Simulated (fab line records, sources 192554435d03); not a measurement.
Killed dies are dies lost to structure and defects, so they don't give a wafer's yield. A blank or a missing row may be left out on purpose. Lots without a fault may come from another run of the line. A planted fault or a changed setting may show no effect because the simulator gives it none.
Split-lot experiment | flow n5_finfet | 7 lots, 21 wafers read, on a route of 1938 steps

THE SPLIT
At N5_BEOL_M4_ETCH_64 (etches SOC in N2/H2, target depth 75 nm, overetch 22.5 nm, time 121.9 s), the setting bias_w was moved away from the recipe's 150 W on 7 of the 21 wafers read, by -14.5% to +17.0%. The other wafers ran this setting at the recipe's value.

The reading is taken at the split's own step.

THE READING
rf_vpp_V, in V, at N5_BEOL_M4_ETCH_64 (etches SOC in N2/H2, target depth 75 nm, overetch 22.5 nm, time 121.9 s). Fault-free wafers of this fab line usually give 524.1 V, standard deviation 2.7 V.

wafer  | tool, chamber at the split | bias_w as run, W | against the recipe | rf_vpp_V, V | against lot-mates on the recipe
L076.1 | rie_diel-03, 3             | 150              | recipe             | 527.1       | -
L076.2 | rie_diel-03, 0             | 150              | recipe             | 520.7       | -
L076.5 | rie_diel-03, 0             | 150              | recipe             | 521.2       | -
L080.3 | rie_diel-06, 1             | 150              | recipe             | 522.8       | -
L080.5 | rie_diel-06, 3             | 150              | recipe             | 522.6       | -
L080.6 | rie_diel-06, 1             | 150              | recipe             | 521.7       | -
L088.2 | rie_diel-03, 2             | 175.5            | +17.0%             | 583.6       | +63.4
L088.5 | rie_diel-03, 0             | 150              | recipe             | 520.2       | -
L088.6 | rie_diel-03, 1             | 175.5            | +17.0%             | 579.0       | +58.8
L089.2 | rie_diel-01, 0             | 150              | recipe             | 524.4       | -
L089.5 | rie_diel-01, 2             | 150              | recipe             | 522.5       | -
L089.6 | rie_diel-01, 1             | 150              | recipe             | 519.9       | -
L092.1 | rie_diel-03, 0             | 135.6            | -9.6%              | 488.2       | -39.9
L092.3 | rie_diel-03, 3             | 135.6            | -9.6%              | 495.5       | -32.6
L092.4 | rie_diel-03, 2             | 150              | recipe             | 528.1       | -
L095.1 | rie_diel-01, 3             | 150              | recipe             | 524.1       | -
L095.4 | rie_diel-01, 0             | 157.9            | +5.3%              | 542.6       | +19.5
L095.6 | rie_diel-01, 2             | 150              | recipe             | 522.1       | -
L097.2 | rie_diel-01, 0             | 128.3            | -14.5%             | 476.3       | -51.5
L097.3 | rie_diel-01, 1             | 150              | recipe             | 527.8       | -
L097.6 | rie_diel-01, 0             | 128.3            | -14.5%             | 476.9       | -50.9

THE FIT
A straight line over all 21 wafers: rf_vpp_V changes by +3.34 V for each +1% of bias_w; r = +0.99; the points scatter about the line by 2.8 V.
The same after taking each lot's own level away (the mean of its wafers on the recipe; 21 wafers): +3.6 V for each +1%; r = +1.00; scatter 2.1 V.
On that fit, the largest move of bias_w shifts the reading by 61 V.
The lots' own levels span 520.20 to 528.10 V, that is 2.9 times the standard deviation above.
So the lot-to-lot level changes the slope little: the two slopes agree.
Check: with one of the wafers moved furthest among these (+17.0%) left out of the fit, the line predicts +60.3 V for it against its lot-mates. It came out at +63.4 V against them.
Tool readings at the split's step, against how far the setting was moved: rf_vpp_V r = +0.99.

OTHER SPLITS ON THESE WAFERS
These wafers also went through other splits before the reading. Each is held against what the fit with the lots' levels taken away leaves over:
other split on the same wafers | wafers away from the commonest value | r with rf_vpp_V (lot level and that fit taken away)
N5_BEOL_M3_COAT_22 spin_rpm    | 10                                   | +0.09
N5_BEOL_M4_EXPOSE_08 dose_mj   | 8                                    | -0.27

THE WHOLE CHAIN: every reading that the file lists as answering this split, in the file's order
step               | what it does                                                            | reading                                                                          | change (the file's fit)                | r (the file's)
N5_BEOL_M4_ETCH_64 | etches SOC in N2/H2, target depth 75 nm, overetch 22.5 nm, time 121.9 s | rf_vpp_V                                                                         | +3.61 V for each +1% of the setting    | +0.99
N5_BEOL_M4_ETCH_64 | etches SOC in N2/H2, target depth 75 nm, overetch 22.5 nm, time 121.9 s | SiARC_of_BEOL_M4_COAT_62.thk_nm (the simulator's own value, which no gauge read) | -0.0826 nm for each +1% of the setting | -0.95

THE FILE'S OWN FIT
rf_vpp_V changes by +3.61 V for each +1% of bias_w, r = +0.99.
